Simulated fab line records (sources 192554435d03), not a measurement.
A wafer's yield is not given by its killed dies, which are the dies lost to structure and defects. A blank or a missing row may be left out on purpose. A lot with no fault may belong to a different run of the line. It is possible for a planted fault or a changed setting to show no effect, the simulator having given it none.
fab line records + flow n5_finfet
record
- lots=10
- wafers=30
- last_day=18
route steps=1938 shown BEOL_M11@1554 PASSIVATION@1936
lots that met no fault: taken from a fault-free run of the same line
start_h: hours from the record's opening day to when the first of the lot's shown wafers began + wait_h: how many hours have passed since the lot's step before this one + " unchanged from the row above + L1.1+2: a single row standing in for several wafers + - no value present, or no start provided + * or withheld: withheld + < > ~ a bound
route shown NAME@n: names a module that has steps shown in the file, with the first one's number in the route + usual: mean/standard deviation of fault-free wafers + same: alike in all rows + chamber/n: place in a boat + sites: per-site readings + _std_site: standard deviation of those values + _edge_site: the outer-site mean with the inner-site mean subtracted + radius_mm: how far each site lies from the wafer's centre + mask NAME#n: copy n + behind: the most recent tool/chamber to have shaped the wafer + hold: why the lot went on hold/how many hours it stayed there/how the hold came to an end + device: which transistor (n, p or np) failed to switch + end of line: the tests these same wafers got at the end of their route + step lacking rows: just its recipe + killed: not the wafer's yield, but the dies lost to structure and defects at the first sort + map: dies across one wafer; x = killed, . = not, _ = none there
set.NAME: the run value of the setting; set.NAME@STEP: its run value at that earlier step + model.NAME: the simulator's own value behind a step, which no gauge read
steps of the route over a sample of lots; a table a step, a row a wafer
services: from which hour (start_h, from the record's first day; less than 0 if before it) a tool's chamber was out of use, for how many hours, and why
## steps
# step N5_BEOL_M11_ETCH_62
# recipe
- chemistry=N2/H2
- target=SOC
- target_depth_a=1100
- overetch_a=220
- mask_material=SiARC
- temp_c=40
- time_s=165
- ion_energy_ev=200
- pressure_mtorr=30
- source_w=840
- bias_w=150
- n2_flow_sccm=200
- h2_flow_sccm=200
# usual
- drypump_motor_current_A=5.5/0.33
- oes_product_au=0.68/0.065
- rf_vpp_V=524.4/2.5
- showerhead_plenum_p_Torr=2.56/0.089
- throttle_valve_pct=17.74/0.28
| lot.wafer | tool        | chamber | start_h | wait_h | drypump_motor_current_A | oes_product_au | rf_hours_counter_h | rf_vpp_V | showerhead_plenum_p_Torr | throttle_valve_pct |
|-----------|-------------|---------|---------|--------|-------------------------|----------------|--------------------|----------|--------------------------|--------------------|
| L881.1    | rie_diel-01 | 1       | 261.35  | 0.0    | 5.8                     | 0.60           | 237                | 522.7    | 2.50                     | 18.32              |
| L881.3    | "           | 0       | "       | "      | 5.9                     | 0.68           | 89                 | 523.3    | 2.56                     | 17.44              |
| L881.4    | "           | 1       | "       | "      | 5.8                     | 0.60           | -                  | 523.0    | 2.50                     | 18.34              |
| L882.1    | rie_diel-04 | 3       | 268.48  | 0.0    | 5.2                     | 0.75           | 25                 | 527.9    | 2.71                     | 17.43              |
| L882.2    | "           | 0       | "       | "      | 5.0                     | 0.61           | 219                | 525.5    | 2.63                     | 17.88              |
| L882.5    | "           | 1       | "       | "      | 5.2                     | 0.71           | -                  | 522.9    | 2.46                     | 17.93              |
| L883.2    | rie_diel-01 | 3       | 272.25  | 0.0    | 5.3                     | 0.77           | 23                 | 523.9    | 2.49                     | 17.47              |
| L883.4    | "           | 2       | "       | "      | 5.3                     | 0.70           | 66                 | 521.3    | 2.48                     | 17.37              |
| L883.6    | "           | 2       | "       | "      | 5.3                     | 0.69           | -                  | 523.3    | 2.48                     | 17.37              |
| L886.1    | rie_diel-01 | 1       | 296.77  | 0.0    | 5.8                     | 0.59           | 249                | 522.6    | 2.50                     | 18.36              |
| L886.3    | "           | 0       | "       | "      | 5.9                     | 0.67           | 100                | 524.6    | 2.56                     | 17.46              |
| L886.5    | "           | 3       | "       | "      | 5.3                     | 0.75           | -                  | 521.2    | 2.49                     | 17.47              |
| L890.4    | rie_diel-02 | 1       | 304.67  | 0.1    | 5.7                     | 0.75           | -                  | 527.2    | 2.68                     | 17.54              |
| L890.5    | "           | 3       | "       | "      | 5.9                     | 0.58           | -                  | 526.8    | 2.60                     | 18.01              |
| L890.6    | "           | 2       | "       | "      | 6.0                     | 0.61           | -                  | 520.7    | 2.42                     | 17.99              |
| L889.3    | rie_diel-01 | 1       | 309.47  | 0.0    | 5.8                     | 0.59           | 252                | 522.6    | 2.50                     | 18.35              |
| L889.4    | "           | 3       | "       | "      | 5.3                     | 0.75           | 34                 | 522.3    | 2.48                     | 17.50              |
| L889.5    | "           | 1       | "       | "      | 5.8                     | 0.59           | -                  | 521.2    | 2.50                     | 18.34              |
| L891.1    | rie_diel-04 | 3       | 334.53  | 0.0    | 5.2                     | 0.73           | 45                 | 527.2    | 2.70                     | 17.46              |
| L891.2    | "           | 0       | "       | "      | 4.9                     | 0.60           | 238                | 525.8    | 2.62                     | 17.92              |
| L891.5    | "           | 0       | "       | "      | 5.0                     | 0.60           | -                  | 526.0    | 2.62                     | 17.93              |
| L893.1    | rie_diel-04 | 1       | 338.86  | 0.0    | 5.2                     | 0.69           | 103                | 520.7    | 2.45                     | 17.96              |
| L893.5    | "           | 1       | "       | "      | 5.2                     | 0.69           | -                  | 521.1    | 2.45                     | 17.97              |
| L893.6    | "           | 0       | "       | "      | 5.0                     | 0.60           | -                  | 526.5    | 2.62                     | 17.92              |
| L896.1    | rie_diel-04 | 3       | 363.10  | 0.0    | 5.2                     | 0.72           | 54                 | 528.8    | 2.70                     | 17.49              |
| L896.3    | "           | 0       | "       | "      | 4.9                     | 0.59           | 248                | 529.1    | 2.62                     | 17.92              |
| L896.4    | "           | 1       | "       | "      | 5.2                     | 0.68           | 112                | 522.2    | 2.45                     | 17.99              |
| L901.1    | rie_diel-02 | 2       | 394.91  | 0.0    | 6.0                     | 0.59           | 228                | 519.8    | 2.41                     | 18.06              |
| L901.4    | "           | 1       | "       | "      | 5.7                     | 0.70           | 84                 | 527.8    | 2.67                     | 17.59              |
| L901.6    | "           | 3       | "       | "      | 5.9                     | 0.77           | -                  | 525.7    | 2.59                     | 17.56              |
# step N5_BEOL_M11_HM_OPEN_17
# recipe
- chemistry=Cl2/BCl3
- target_depth_a=200
- overetch_a=60
- target=TiN
- mask_material=SOC
- ion_energy_ev=150
- pressure_mtorr=10
- icp_w=1000
- bias_w=126
- Cl2_flow_sccm=53.25
- bcl3_flow_sccm=21.75
- Ar_flow_sccm=25
# usual
- drypump_motor_current_A=5.89/0.23
- mfc_cl2_sccm=53.26/0.16
- oes_product_au=0.67/0.062
- throttle_valve_pct=22.07/0.21
| lot.wafer | tool         | chamber | start_h | wait_h | drypump_motor_current_A | mfc_cl2_sccm | oes_product_au | rf_hours_counter_h | throttle_valve_pct |
|-----------|--------------|---------|---------|--------|-------------------------|--------------|----------------|--------------------|--------------------|
| L881.1    | rie_metal-03 | 0       | 261.54  | 0.0    | 5.77                    | 53.53        | 0.70           | 27                 | 21.68              |
| L881.3    | "            | 1       | "       | "      | 6.06                    | 53.31        | 0.76           | -                  | 22.18              |
| L881.4    | "            | 0       | "       | "      | 5.79                    | 53.50        | 0.70           | -                  | 21.67              |
| L882.1    | rie_metal-02 | 1       | 268.67  | 0.0    | 6.14                    | 53.14        | 0.60           | 80                 | 22.02              |
| L882.2    | "            | 0       | "       | "      | 5.75                    | 53.03        | 0.73           | 18                 | 22.19              |
| L882.5    | "            | 1       | "       | "      | 6.15                    | 53.25        | 0.60           | -                  | 21.99              |
| L883.2    | rie_metal-02 | 0       | 272.44  | 0.0    | 5.68                    | 53.41        | 0.71           | 18                 | 22.20              |
| L883.4    | "            | 0       | "       | "      | 5.72                    | 53.20        | 0.71           | -                  | 22.20              |
| L883.6    | "            | 1       | "       | "      | 6.13                    | 52.91        | 0.59           | -                  | 22.01              |
| L886.1    | rie_metal-02 | 0       | 297.05  | 0.1    | 5.68                    | 53.13        | 0.71           | 21                 | 22.20              |
| L886.3    | "            | 0       | "       | "      | 5.68                    | 53.28        | 0.72           | -                  | 22.20              |
| L886.5    | "            | 1       | "       | "      | 6.11                    | 53.21        | 0.59           | -                  | 22.02              |
| L890.4    | rie_metal-03 | 1       | 304.82  | 0.1    | 6.04                    | 53.28        | 0.74           | -                  | 22.19              |
| L890.5    | "            | 0       | "       | "      | 5.82                    | 53.37        | 0.69           | -                  | 21.69              |
| L890.6    | "            | 1       | "       | "      | 6.06                    | 53.27        | 0.73           | -                  | 22.19              |
| L889.3    | rie_metal-02 | 0       | 309.68  | 0.1    | 5.73                    | 53.14        | 0.71           | -                  | 22.20              |
| L889.4    | "            | 1       | "       | "      | 6.13                    | 53.22        | 0.60           | -                  | 22.01              |
| L889.5    | "            | 1       | "       | "      | 6.12                    | 53.46        | 0.59           | -                  | 22.02              |
| L891.1    | rie_metal-01 | 0       | 334.72  | 0.0    | 5.42                    | 53.23        | 0.59           | 84                 | 22.01              |
| L891.2    | "            | 1       | "       | "      | 6.14                    | 53.19        | 0.63           | 58                 | 22.40              |
| L891.5    | "            | 0       | "       | "      | 5.43                    | 53.21        | 0.58           | -                  | 22.03              |
| L893.1    | rie_metal-02 | 0       | 339.04  | 0.0    | 5.72                    | 53.38        | 0.70           | 26                 | 22.20              |
| L893.5    | "            | 1       | "       | "      | 6.11                    | 53.15        | 0.58           | -                  | 22.00              |
| L893.6    | "            | 0       | "       | "      | 5.71                    | 53.18        | 0.69           | -                  | 22.21              |
| L896.1    | rie_metal-01 | 0       | 363.28  | 0.0    | 5.42                    | 52.99        | 0.58           | 86                 | 22.03              |
| L896.3    | "            | 0       | "       | "      | 5.42                    | 53.02        | 0.58           | -                  | 22.04              |
| L896.4    | "            | 1       | "       | "      | 6.14                    | 53.29        | 0.62           | -                  | 22.40              |
| L901.1    | rie_metal-02 | 1       | 395.10  | 0.0    | 6.12                    | 53.20        | 0.58           | 92                 | 22.04              |
| L901.4    | "            | 1       | "       | "      | 6.11                    | 53.19        | 0.58           | -                  | 22.02              |
| L901.6    | "            | 1       | "       | "      | 6.11                    | 53.07        | 0.58           | -                  | 22.03              |
# step N5_BEOL_M11_STRIP_19
# recipe
- chemistry=O2
- power_w=400
- temp_c=40
- pressure_mtorr=30
- rf_frequency_hz=6e+07
- bias_power_w=0
- overash_fraction=0.2
- o2_flow_sccm=225
# usual
- drypump_motor_current_A=5.5/0.31
- o2_flow_sccm=225.0/0.67
- oes_product_au=0.80/0.078
- rf_vpp_V=3.7/0.63
- showerhead_plenum_p_Torr=2.11/0.075
- throttle_valve_pct=16.55/0.26
| lot.wafer | tool        | chamber | start_h | wait_h | drypump_motor_current_A | o2_flow_sccm | oes_product_au | rf_hours_counter_h | rf_vpp_V | showerhead_plenum_p_Torr | throttle_valve_pct |
|-----------|-------------|---------|---------|--------|-------------------------|--------------|----------------|--------------------|----------|--------------------------|--------------------|
| L881.1    | rie_diel-02 | 2       | 261.65  | 0.1    | 6.0                     | 225.3        | 0.71           | 187                | 2.9      | 1.99                     | 16.63              |
| L881.3    | "           | 3       | "       | "      | 5.9                     | 226.0        | 0.69           | 238                | 4.6      | 2.15                     | 16.85              |
| L881.4    | "           | 0       | "       | "      | 5.8                     | 225.0        | 0.68           | 241                | 4.4      | 2.15                     | 16.84              |
| L882.1    | rie_diel-01 | 1       | 268.78  | 0.1    | 5.7                     | 225.1        | 0.70           | 239                | 3.6      | 2.07                     | 17.12              |
| L882.2    | "           | 0       | "       | "      | 5.9                     | 224.2        | 0.80           | 92                 | 4.4      | 2.12                     | 16.35              |
| L882.5    | "           | 0       | "       | "      | 5.9                     | 224.8        | 0.81           | -                  | 3.6      | 2.12                     | 16.34              |
| L883.2    | rie_diel-04 | 1       | 272.55  | 0.1    | 5.2                     | 225.2        | 0.83           | 84                 | 4.6      | 2.03                     | 16.76              |
| L883.4    | "           | 3       | "       | "      | 5.2                     | 224.8        | 0.89           | 27                 | 3.2      | 2.23                     | 16.20              |
| L883.6    | "           | 2       | "       | "      | 5.5                     | 225.1        | 0.74           | -                  | 4.4      | 2.17                     | 16.71              |
| L886.1    | rie_diel-02 | 2       | 297.16  | 0.1    | 6.0                     | 224.3        | 0.70           | 196                | 3.3      | 1.99                     | 16.63              |
| L886.3    | "           | 1       | "       | "      | 5.7                     | 224.5        | 0.89           | 48                 | 3.7      | 2.22                     | 16.45              |
| L886.5    | "           | 1       | "       | "      | 5.7                     | 225.3        | 0.89           | -                  | 5.8      | 2.22                     | 16.47              |
| L890.4    | rie_diel-02 | 2       | 304.92  | 0.1    | 6.0                     | 224.1        | 0.71           | -                  | 3.3      | 1.99                     | 16.65              |
| L890.5    | "           | 3       | "       | "      | 5.9                     | 226.0        | 0.68           | -                  | 3.1      | 2.15                     | 16.87              |
| L890.6    | "           | 1       | "       | "      | 5.7                     | 225.1        | 0.88           | -                  | 3.3      | 2.22                     | 16.43              |
| L889.3    | rie_diel-02 | 2       | 309.82  | 0.1    | 6.0                     | 224.7        | 0.71           | 200                | 4.7      | 1.99                     | 16.64              |
| L889.4    | "           | 1       | "       | "      | 5.7                     | 224.5        | 0.89           | -                  | 4.2      | 2.22                     | 16.46              |
| L889.5    | "           | 2       | "       | "      | 6.0                     | 225.1        | 0.71           | -                  | 4.5      | 1.99                     | 16.65              |
| L891.1    | rie_diel-01 | 0       | 334.87  | 0.1    | 5.8                     | 225.8        | 0.77           | 113                | 4.7      | 2.11                     | 16.40              |
| L891.2    | "           | 3       | "       | "      | 5.3                     | 224.3        | 0.87           | 43                 | 4.3      | 2.05                     | 16.39              |
| L891.5    | "           | 0       | "       | "      | 5.9                     | 224.7        | 0.78           | -                  | 3.5      | 2.11                     | 16.40              |
| L893.1    | rie_diel-04 | 0       | 339.16  | 0.1    | 4.9                     | 225.1        | 0.69           | 240                | 4.0      | 2.16                     | 16.82              |
| L893.5    | "           | 3       | "       | "      | 5.2                     | 226.3        | 0.86           | -                  | 3.8      | 2.22                     | 16.27              |
| L893.6    | "           | 2       | "       | "      | 5.5                     | 224.7        | 0.73           | -                  | 3.3      | 2.17                     | 16.75              |
| L896.1    | rie_diel-01 | 2       | 363.62  | 0.3    | 5.3                     | 225.3        | 0.80           | 96                 | 3.9      | 2.03                     | 16.29              |
| L896.3    | "           | 1       | "       | "      | 5.8                     | 225.9        | 0.95           | 5                  | 2.9      | 2.06                     | 16.66              |
| L896.4    | "           | 0       | "       | "      | 5.9                     | 224.9        | 0.78           | 122                | 4.9      | 2.11                     | 16.41              |
| L901.1    | rie_diel-04 | 0       | 395.30  | 0.2    | 4.9                     | 224.7        | 0.97           | 3                  | 2.8      | 2.15                     | 16.39              |
| L901.4    | "           | 3       | "       | "      | 5.2                     | 223.9        | 0.84           | 64                 | 3.2      | 2.21                     | 16.29              |
| L901.6    | "           | 0       | "       | "      | 5.0                     | 225.9        | 0.97           | -                  | 2.7      | 2.15                     | 16.36              |
# step N5_BEOL_M11_OVL_MEAS_29
# recipe
- points_per_wafer=44
# usual
- V10_OVL=0.2/0.9
| lot.wafer | tool       | chamber | start_h | wait_h | V10_OVL[nm] |
|-----------|------------|---------|---------|--------|-------------|
| L881.1    | overlay-02 | 0       | 262.16  | 0.0    | 0.2         |
| L881.3    | "          | 0       | "       | "      | 0.8         |
| L881.4    | "          | 0       | "       | "      | 0.5         |
| L882.1    | overlay-01 | 0       | 270.03  | 0.0    | -0.3        |
| L882.2    | "          | 0       | "       | "      | 0.1         |
| L882.5    | "          | 0       | "       | "      | -0.9        |
| L883.2    | overlay-01 | 0       | 273.00  | 0.0    | 1.4         |
| L883.4    | "          | 0       | "       | "      | 1.2         |
| L883.6    | "          | 0       | "       | "      | 0.5         |
| L886.1    | overlay-01 | 0       | 299.93  | 0.0    | -0.1        |
| L886.3    | "          | 0       | "       | "      | -1.6        |
| L886.5    | "          | 0       | "       | "      | -1.1        |
| L890.4    | overlay-02 | 0       | 308.67  | 0.0    | 1.5         |
| L890.5    | "          | 0       | "       | "      | 1.7         |
| L890.6    | "          | 0       | "       | "      | 2.4         |
| L889.3    | overlay-02 | 0       | 311.62  | 0.0    | 0.3         |
| L889.4    | "          | 0       | "       | "      | 1.1         |
| L889.5    | "          | 0       | "       | "      | 0.4         |
| L891.1    | overlay-02 | 0       | 337.01  | 0.0    | 1.0         |
| L891.2    | "          | 0       | "       | "      | -0.6        |
| L891.5    | "          | 0       | "       | "      | 0.3         |
| L893.1    | overlay-02 | 0       | 339.59  | 0.0    | 1.8         |
| L893.5    | "          | 0       | "       | "      | -0.1        |
| L893.6    | "          | 0       | "       | "      | 0.0         |
| L896.1    | overlay-01 | 0       | 366.98  | 0.0    | 0.5         |
| L896.3    | "          | 0       | "       | "      | -0.8        |
| L896.4    | "          | 0       | "       | "      | -0.2        |
| L901.1    | overlay-02 | 0       | 395.81  | 0.0    | -0.4        |
| L901.4    | "          | 0       | "       | "      | -1.6        |
| L901.6    | "          | 0       | "       | "      | -1.7        |
# step N5_BEOL_M11_INSPECT_30
# recipe
- mode=adi
- inspect_instrument=brightfield
# usual
- raw_defect_count=406/97
| lot.wafer | tool              | chamber | start_h | wait_h | raw_defect_count |
|-----------|-------------------|---------|---------|--------|------------------|
| L881.1    | defect_inspect-02 | -       | 262.19  | 0.0    | 321              |
| L881.3    | "                 | -       | "       | "      | 444              |
| L881.4    | "                 | -       | "       | "      | 316              |
| L882.1    | defect_inspect-02 | -       | 270.06  | 0.0    | 259              |
| L882.2    | "                 | -       | "       | "      | 361              |
| L882.5    | "                 | -       | "       | "      | 401              |
| L883.2    | defect_inspect-02 | -       | 273.02  | 0.0    | 348              |
| L883.4    | "                 | -       | "       | "      | 396              |
| L883.6    | "                 | -       | "       | "      | 400              |
| L886.1    | defect_inspect-01 | -       | 299.95  | 0.0    | 339              |
| L886.3    | "                 | -       | "       | "      | 323              |
| L886.5    | "                 | -       | "       | "      | 411              |
| L890.4    | defect_inspect-02 | -       | 308.69  | 0.0    | 358              |
| L890.5    | "                 | -       | "       | "      | 497              |
| L890.6    | "                 | -       | "       | "      | 326              |
| L889.3    | defect_inspect-01 | -       | 311.64  | 0.0    | 783              |
| L889.4    | "                 | -       | "       | "      | 719              |
| L889.5    | "                 | -       | "       | "      | 879              |
| L891.1    | defect_inspect-01 | -       | 337.04  | 0.0    | 345              |
| L891.2    | "                 | -       | "       | "      | 389              |
| L891.5    | "                 | -       | "       | "      | 363              |
| L893.1    | defect_inspect-01 | -       | 339.62  | 0.0    | 872              |
| L893.5    | "                 | -       | "       | "      | 886              |
| L893.6    | "                 | -       | "       | "      | 905              |
| L896.1    | defect_inspect-02 | -       | 367.00  | 0.0    | 241              |
| L896.3    | "                 | -       | "       | "      | 299              |
| L896.4    | "                 | -       | "       | "      | 299              |
| L901.1    | defect_inspect-01 | -       | 395.84  | 0.0    | 310              |
| L901.4    | "                 | -       | "       | "      | 399              |
| L901.6    | "                 | -       | "       | "      | 467              |
# step N5_PASSIVATION_PROBE_49
# usual
- defect_limited_yield=91.1/1.5
- killed_at_M0_to_M3=35/9.5
- killed_at_M4_up=13/5.2
- killed_at_contacts=12/6.1
- killed_at_front_end=41/14
- killed_at_other=3.8/2.9
- killed_dies=105/17
- killed_on_rim=13/4.1
- killed_open=70/13
- killed_short=33/8.4
- sort_bin_5_function=5.1/0.97
- sort_bin_6_memory=3.4/0.69
- sort_n_pass=1075/17
- sort_yield_pct=91.1/1.5
# same
- gross_dies=1180
- killed_at_back_side=0
- sort_bin_4_leakage[%]=0
- sort_bin_8_speed[%]=0
| lot.wafer | tool      | chamber | start_h | wait_h | defect_limited_yield[%] | killed_at_M0_to_M3 | killed_at_M4_up | killed_at_contacts | killed_at_front_end | killed_at_other | killed_dies | killed_on_rim | killed_open | killed_short | sort_bin_5_function[%] | sort_bin_6_memory[%] | sort_n_pass | sort_yield_pct[%] |
|-----------|-----------|---------|---------|--------|-------------------------|--------------------|-----------------|--------------------|---------------------|-----------------|-------------|---------------|-------------|--------------|------------------------|----------------------|-------------|-------------------|
| L883.2    | prober-01 | -       | 318.47  | 0.1    | 89.8                    | 37                 | 15              | 11                 | 55                  | 2               | 120         | 14            | 68          | 51           | 5.8                    | 3.8                  | 1060        | 89.8              |
| L883.4    | prober-01 | -       | 318.57  | 0.2    | 91.4                    | 25                 | 13              | 5                  | 55                  | 3               | 101         | 16            | 56          | 45           | 5.3                    | 3.1                  | 1079        | 91.4              |
| L883.6    | prober-01 | -       | 318.67  | 0.3    | 90.3                    | 29                 | 9               | 7                  | 63                  | 7               | 115         | 16            | 70          | 43           | 5.8                    | 3.1                  | 1065        | 90.3              |
| L886.1    | prober-01 | -       | 344.57  | 0.0    | 89.6                    | 32                 | 22              | 16                 | 52                  | 1               | 123         | 21            | 84          | 34           | 5.5                    | 4.7                  | 1057        | 89.6              |
| L886.3    | prober-01 | -       | 344.67  | 0.1    | 90.9                    | 32                 | 17              | 14                 | 41                  | 3               | 107         | 13            | 71          | 30           | 4.9                    | 3.6                  | 1073        | 90.9              |
| L886.5    | prober-01 | -       | 344.77  | 0.2    | 89.2                    | 37                 | 15              | 18                 | 53                  | 5               | 128         | 11            | 94          | 34           | 6.7                    | 4.1                  | 1052        | 89.2              |
| L889.3    | prober-01 | -       | 354.44  | 0.1    | 87.5                    | 37                 | 67              | 11                 | 29                  | 3               | 147         | 24            | 58          | 36           | 7.8                    | 3.6                  | 1033        | 87.5              |
| L889.4    | prober-01 | -       | 354.49  | 0.2    | 83.9                    | 28                 | 112             | 20                 | 26                  | 4               | 190         | 9             | 65          | 24           | 10.3                   | 4.4                  | 990         | 83.9              |
| L889.5    | prober-01 | -       | 354.54  | 0.2    | 83.6                    | 27                 | 118             | 9                  | 38                  | 1               | 193         | 13            | 59          | 29           | 10.3                   | 4.6                  | 987         | 83.6              |
| L891.1    | prober-01 | -       | 373.97  | 0.0    | 89.4                    | 30                 | 14              | 20                 | 54                  | 7               | 125         | 18            | 81          | 42           | 6.0                    | 4.0                  | 1055        | 89.4              |
| L891.2    | prober-01 | -       | 374.02  | 0.1    | 90.5                    | 35                 | 11              | 8                  | 52                  | 6               | 112         | 15            | 73          | 38           | 4.6                    | 4.7                  | 1068        | 90.5              |
| L891.5    | prober-01 | -       | 374.17  | 0.2    | 90.1                    | 37                 | 17              | 14                 | 49                  | 0               | 117         | 9             | 84          | 30           | 6.1                    | 3.5                  | 1063        | 90.1              |
| L893.1    | prober-02 | -       | 379.18  | 0.0    | 86.4                    | 25                 | 71              | 5                  | 58                  | 2               | 161         | 29            | 71          | 36           | 7.4                    | 4.7                  | 1019        | 86.4              |
| L893.5    | prober-02 | -       | 379.38  | 0.2    | 83.1                    | 26                 | 112             | 17                 | 40                  | 4               | 199         | 15            | 61          | 30           | 11.3                   | 4.2                  | 981         | 83.1              |
| L893.6    | prober-02 | -       | 379.43  | 0.3    | 89.5                    | 22                 | 67              | 8                  | 24                  | 3               | 124         | 19            | 52          | 17           | 6.1                    | 3.2                  | 1056        | 89.5              |
# killed by level:class
L883.2 FIN_SAQP:geometric_particle:short=10 FIN_SAQP:geometric_particle:open=10 BEOL_M3:geometric_particle:open=9 MOL_CONTACT_COAG:geometric_particle:open=9 BEOL_M0_SAQP:geometric_particle:short=9 STI_FIN_REVEAL:geometric_particle:open=7 BEOL_M4:geometric_particle:open=7 GATE_CUT:geometric_particle:short=5
L883.4 FIN_SAQP:geometric_particle:short=11 FIN_SAQP:geometric_particle:open=8 STI_FIN_REVEAL:geometric_particle:open=7 GATE_CUT:geometric_particle:short=7 BEOL_M0_SAQP:geometric_particle:short=6 BEOL_M0_SAQP:geometric_particle:open=6 BEOL_M3:geometric_particle:short=6 DUMMY_GATE:geometric_particle:open=4
L883.6 DUMMY_GATE:geometric_particle:open=11 GATE_CUT:geometric_particle:short=10 STI_FIN_REVEAL:geometric_particle:open=8 FIN_SAQP:geometric_particle:open=7 FIN_SAQP:geometric_particle:short=7 BEOL_M0_SAQP:geometric_particle:open=7 BEOL_M3:geometric_particle:open=7 GATE_CUT:geometric_particle:open=6
L886.1 STI_FIN_REVEAL:geometric_particle:open=18 FIN_SAQP:geometric_particle:open=12 BEOL_M2:geometric_particle:open=12 FIN_SAQP:geometric_particle:short=11 MOL_CONTACT_COAG:geometric_particle:open=11 BEOL_M1:geometric_particle:open=6 MOL_CONTACT_COAG:geometric_particle:short=5 BEOL_M4:geometric_particle:open=4
L886.3 MOL_CONTACT_COAG:geometric_particle:open=11 STI_FIN_REVEAL:geometric_particle:open=9 BEOL_M2:geometric_particle:open=7 FIN_SAQP:geometric_particle:short=6 FIN_SAQP:geometric_particle:open=6 DUMMY_GATE:geometric_particle:open=6 BEOL_M1:geometric_particle:open=5 GATE_CUT:geometric_particle:short=4
L886.5 STI_FIN_REVEAL:geometric_particle:open=25 MOL_CONTACT_COAG:geometric_particle:open=17 BEOL_M1:geometric_particle:open=9 BEOL_M4:geometric_particle:open=9 STI_FIN_REVEAL:geometric_particle:short=7 BEOL_M0_SAQP:geometric_particle:short=7 BEOL_M2:geometric_particle:open=7 GATE_CUT:geometric_particle:short=5
L889.3 BEOL_M11:unspecified=52 BEOL_M0_SAQP:geometric_particle:short=11 BEOL_M4:geometric_particle:open=8 MOL_CONTACT_COAG:geometric_particle:open=7 BEOL_M0_SAQP:geometric_particle:open=6 BEOL_M2:geometric_particle:open=6 BEOL_M3:geometric_particle:open=6 STARTING-WAFER:geometric_particle:short=5
L889.4 BEOL_M11:unspecified=98 MOL_CONTACT_COAG:geometric_particle:open=16 BEOL_M0_SAQP:geometric_particle:short=8 BEOL_M0_SAQP:geometric_particle:open=8 STI_FIN_REVEAL:geometric_particle:open=7 FIN_SAQP:geometric_particle:short=5 BEOL_M5:geometric_particle:open=5 FIN_SAQP:geometric_particle:open=4
L889.5 BEOL_M11:unspecified=103 FIN_SAQP:geometric_particle:open=8 MOL_CONTACT_COAG:geometric_particle:open=7 BEOL_M0_SAQP:geometric_particle:open=7 FIN_SAQP:geometric_particle:short=6 STI_FIN_REVEAL:geometric_particle:open=6 GATE_CUT:geometric_particle:open=5 BEOL_M0_SAQP:geometric_particle:short=5
L891.1 MOL_CONTACT_COAG:geometric_particle:open=16 GATE_CUT:geometric_particle:short=13 BEOL_M3:geometric_particle:open=11 STI_FIN_REVEAL:geometric_particle:open=8 GATE_CUT:geometric_particle:open=8 DUMMY_GATE:geometric_particle:open=6 BEOL_M3:geometric_particle:short=6 ILD0:geometric_particle:open=4
L891.2 BEOL_M3:geometric_particle:open=17 GATE_CUT:geometric_particle:open=10 GATE_CUT:geometric_particle:short=10 DUMMY_GATE:geometric_particle:open=8 FIN_SAQP:geometric_particle:open=7 FIN_SAQP:geometric_particle:short=6 MOL_CONTACT_COAG:geometric_particle:open=5 BEOL_M0_SAQP:geometric_particle:open=5
L891.5 MOL_CONTACT_COAG:geometric_particle:open=11 STI_FIN_REVEAL:geometric_particle:open=11 BEOL_M3:geometric_particle:open=11 FIN_SAQP:geometric_particle:short=9 BEOL_M0:geometric_particle:open=8 FIN_SAQP:geometric_particle:open=7 GATE_CUT:geometric_particle:open=7 BEOL_M3:geometric_particle:short=6
L893.1 BEOL_M11:unspecified=52 STI_FIN_REVEAL:geometric_particle:open=20 FIN_SAQP:geometric_particle:open=10 BEOL_M0_SAQP:geometric_particle:open=8 BEOL_M0_SAQP:geometric_particle:short=7 BEOL_M4:geometric_particle:open=7 FIN_SAQP:geometric_particle:short=5 BEOL_M3:geometric_particle:open=5
L893.5 BEOL_M11:unspecified=106 MOL_CONTACT_COAG:geometric_particle:open=14 FIN_SAQP:geometric_particle:open=12 BEOL_M0_SAQP:geometric_particle:short=6 FIN_SAQP:geometric_particle:short=5 STI_FIN_REVEAL:geometric_particle:open=5 DUMMY_GATE:geometric_particle:open=4 GATE_CUT:geometric_particle:open=4
L893.6 BEOL_M11:unspecified=54 BEOL_M2:geometric_particle:open=9 FIN_SAQP:geometric_particle:open=7 MOL_CONTACT_COAG:geometric_particle:open=7 STI_FIN_REVEAL:geometric_particle:open=6 GATE_CUT:geometric_particle:open=5 BEOL_M0_SAQP:geometric_particle:short=4 BEOL_M4:geometric_particle:open=4
## services
| tool         | chamber | start_h | hours | kind                          |
|--------------|---------|---------|-------|-------------------------------|
| rie_diel-01  | 2       | 258.46  | 12.2  | repair                        |
| rie_metal-01 | -       | 286.48  | 15.6  | pm                            |
| rie_diel-02  | 0       | 296.99  | -     | clean                         |
| rie_diel-02  | 0       | 296.99  | -     | consumable_replace:focus_ring |
| rie_diel-02  | 0       | 296.99  | 19.5  | scheduled_down                |
| rie_diel-02  | 0       | 296.99  | 19.5  | vent_cycle                    |
| rie_diel-02  | 3       | 316.53  | -     | clean                         |
| rie_diel-02  | 3       | 316.53  | -     | consumable_replace:focus_ring |
| rie_diel-02  | 3       | 316.53  | 36.0  | scheduled_down                |
| rie_diel-02  | 3       | 316.53  | 36.0  | vent_cycle                    |
| rie_diel-01  | 1       | 323.28  | 2.4   | repair                        |
| rie_diel-01  | 1       | 325.83  | -     | clean                         |
| rie_diel-01  | 1       | 325.83  | -     | consumable_replace:focus_ring |
| rie_diel-01  | 1       | 325.83  | 22.3  | scheduled_down                |
| rie_diel-01  | 1       | 325.83  | 22.3  | vent_cycle                    |
| rie_metal-02 | -       | 367.95  | 0.5   | repair                        |
| rie_diel-04  | 0       | 369.95  | -     | clean                         |
| rie_diel-04  | 0       | 369.95  | -     | consumable_replace:focus_ring |
| rie_metal-02 | 0       | 376.67  | 4.1   | repair                        |
| rie_diel-02  | 2       | 383.27  | 9.3   | repair                        |
## key
first_sign
- step=N5_BEOL_M11_INSPECT_30
- reading=raw_defect_count
- direction=up
- sigmas=4.5
- usual=406
- struck=841
effect
- step=N5_PASSIVATION_PROBE_49
- reading=killed_at_M4_up
- direction=up
- sigmas=15
- usual=13
- struck=91
more_kills_born_at
- N5_BEOL_M11_HM_OPEN_17@rie_metal-02=465
met_at N5_BEOL_M11_HM_OPEN_17
struck_lots L889,L893
not_acting_at N5_BEOL_M11_ETCH_62,N5_BEOL_M11_STRIP_19,N5_BEOL_M11_OVL_MEAS_29
onset_between 297.05 309.68
fault
- kind=chamber_particle_source
- tool=rie_metal-02
- chamber=-
- onset_h=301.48
- steps=N5_BEOL_M11_HM_OPEN_17
- rate_per_visit_cm2=0.49256
- end_h=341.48
